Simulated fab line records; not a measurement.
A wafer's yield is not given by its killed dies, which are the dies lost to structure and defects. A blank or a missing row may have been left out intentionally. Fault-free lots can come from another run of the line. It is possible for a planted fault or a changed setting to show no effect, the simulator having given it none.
Split-lot trial + flow n5 finfet + 39 wafers read across 7 lots, on a route 1938 steps long

## SPLIT DETAILS
At N5_BEOL_M3_CVD_47 (deposits Co from CCTBA/H2, target thk 3 nm, time 223.8 s), the setting target thk a was moved away from the recipe's 30 angstrom on 15 of the 39 wafers read, by -49.7% to +44.7%. All remaining wafers had this setting at the recipe value.

The reading is taken at the split's own step.

## THE READING
Co_of_BEOL_M3_CVD_47.thk nm (the simulator's own value, which no gauge read), in nm, at N5_BEOL_M3_CVD_47 (deposits Co from CCTBA/H2, target thk 3 nm, time 223.8 s). The file gives no usual value for it. Across the 24 wafers here that went through the recipe, the average is 3.0 nm and the standard deviation 0.12 nm.

| wafer  | tool, chamber at the split | target thk a as run, angstrom | against the recipe | Co_of_BEOL_M3_CVD_47.thk nm, nm | against lot-mates on the recipe |
|--------|----------------------------|-------------------------------|--------------------|---------------------------------|---------------------------------|
| L075.1 | cvd co-02, 1,0,0           | 30                            | recipe             | 3                               | -                               |
| L075.3 | cvd co-02, 1,0,0           | 30                            | recipe             | 3                               | -                               |
| L075.6 | cvd co-02, 1,0,0           | 30                            | recipe             | 3                               | -                               |
| L075.2 | cvd co-02, 2               | 43.4                          | +44.7%             | 4.4                             | +1.4                            |
| L075.5 | cvd co-02, 2               | 43.4                          | +44.7%             | 4.4                             | +1.4                            |
| L075.4 | cvd co-02, 1               | 43.4                          | +44.7%             | 4.2                             | +1.2                            |
| L077.1 | cvd co-02, 0               | 37.46                         | +24.9%             | 3.8                             | +0.9                            |
| L077.2 | cvd co-02, 2,1             | 30                            | recipe             | 2.8                             | -                               |
| L077.3 | cvd co-02, 2,1             | 30                            | recipe             | 2.8                             | -                               |
| L077.4 | cvd co-02, 1               | 30                            | recipe             | 3                               | -                               |
| L077.5 | cvd co-02, 2,0             | 37.46                         | +24.9%             | 3.6                             | +0.7                            |
| L077.6 | cvd co-02, 2,0             | 37.46                         | +24.9%             | 3.6                             | +0.7                            |
| L089.1 | cvd co-02, 0,1             | 30                            | recipe             | 3                               | -                               |
| L089.3 | cvd co-02, 0,1             | 30                            | recipe             | 3                               | -                               |
| L089.2 | cvd co-02, 2,1             | 16.02                         | -46.6%             | 1.6                             | -1.5                            |
| L089.5 | cvd co-02, 2,1             | 16.02                         | -46.6%             | 1.6                             | -1.5                            |
| L089.4 | cvd co-02, 0               | 16.02                         | -46.6%             | 1.8                             | -1.3                            |
| L089.6 | cvd co-02, 2               | 30                            | recipe             | 3.2                             | -                               |
| L090.1 | cvd co-01, 1               | 15.09                         | -49.7%             | 1.6                             | -1.4                            |
| L090.4 | cvd co-01, 1               | 15.09                         | -49.7%             | 1.6                             | -1.4                            |
| L090.2 | cvd co-01, 2               | 15.09                         | -49.7%             | 1.4                             | -1.6                            |
| L090.3 | cvd co-01, 0,0,2           | 30                            | recipe             | 3                               | -                               |
| L090.5 | cvd co-01, 0,0,2           | 30                            | recipe             | 3                               | -                               |
| L090.6 | cvd co-01, 0,0,2           | 30                            | recipe             | 3                               | -                               |
| L096.1 | cvd co-02, 0,2             | 30                            | recipe             | 3.2                             | -                               |
| L096.6 | cvd co-02, 0,2             | 30                            | recipe             | 3.2                             | -                               |
| L096.2 | cvd co-02, 2,0,2           | 19.27                         | -35.8%             | 2                               | -1.1                            |
| L096.3 | cvd co-02, 2,0,2           | 19.27                         | -35.8%             | 2                               | -1.1                            |
| L096.4 | cvd co-02, 2,0,2           | 19.27                         | -35.8%             | 2                               | -1.1                            |
| L096.5 | cvd co-02, 0               | 30                            | recipe             | 3                               | -                               |
| L095.1 | cvd co-01, 1,2,2           | 30                            | recipe             | 3                               | -                               |
| L095.3 | cvd co-01, 1,2,2           | 30                            | recipe             | 3                               | -                               |
| L095.4 | cvd co-01, 1,2,2           | 30                            | recipe             | 3                               | -                               |
| L095.2 | cvd co-01, 0,1,0           | 30                            | recipe             | 3.2                             | -                               |
| L095.5 | cvd co-01, 0,1,0           | 30                            | recipe             | 3.2                             | -                               |
| L095.6 | cvd co-01, 0,1,0           | 30                            | recipe             | 3.2                             | -                               |
| L097.3 | cvd co-02, 2,0             | 30                            | recipe             | 3                               | -                               |
| L097.4 | cvd co-02, 2,0             | 30                            | recipe             | 3                               | -                               |
| L097.5 | cvd co-02, 0               | 30                            | recipe             | 2.8                             | -                               |
When a row names more than one chamber, that row covers several wafers, and the file does not tell which wafer ran in which chamber.

FIT RESULTS
A straight line over all 39 wafers: Co_of_BEOL_M3_CVD_47.thk nm changes by +0.0291 nm for each +1% of target thk a; r = +0.99; the points scatter about the line by 0.11 nm.
The same after taking each lot's own level away (the mean of its wafers on the recipe; 39 wafers): +0.0303 nm for each +1%; r = +0.99; scatter 0.089 nm.
The reading moves by 1.5 nm for the largest change in target thk a, on that fit.
The lots' own levels span 2.87 to 3.13 nm, that is 2.2 times the standard deviation above.
Consequently the slope shifts little with the lot-to-lot level, the two slopes agreeing.
Check: -1.51 nm against its lot-mates is what the line predicts for one of the wafers moved furthest among these (-49.7%) when that wafer is left out of the fit. It came out at -1.4 nm against them.

## OTHER SPLITS ON THESE WAFERS
Note: prior to the reading, these wafers also went through further splits. Each is held against what the fit with the lots' levels taken away leaves over:
| other split on the same wafers                 | wafers away from the commonest value | r with Co_of_BEOL_M3_CVD_47.thk nm (lot level and that fit taken away) |
|------------------------------------------------|--------------------------------------|------------------------------------------------------------------------|
| N5_SD_EPI_P_EPI_21 epi growth time s           | 15                                   | -0.15                                                                  |
| N5_MOL_CONTACT_COAG_ALD_27 ald cycles          | 9                                    | +0.22                                                                  |
| N5_BEOL_M0_SAQP_MANDREL_ETCH_20 target depth a | 12                                   | -0.04                                                                  |
| N5_BEOL_M1_ALD_84 ald cycles                   | 15                                   | -0.09                                                                  |

## FILE'S OWN FIT
Co_of_BEOL_M3_CVD_47.thk nm changes by +0.0302 nm for each +1% of target thk a, r = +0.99.
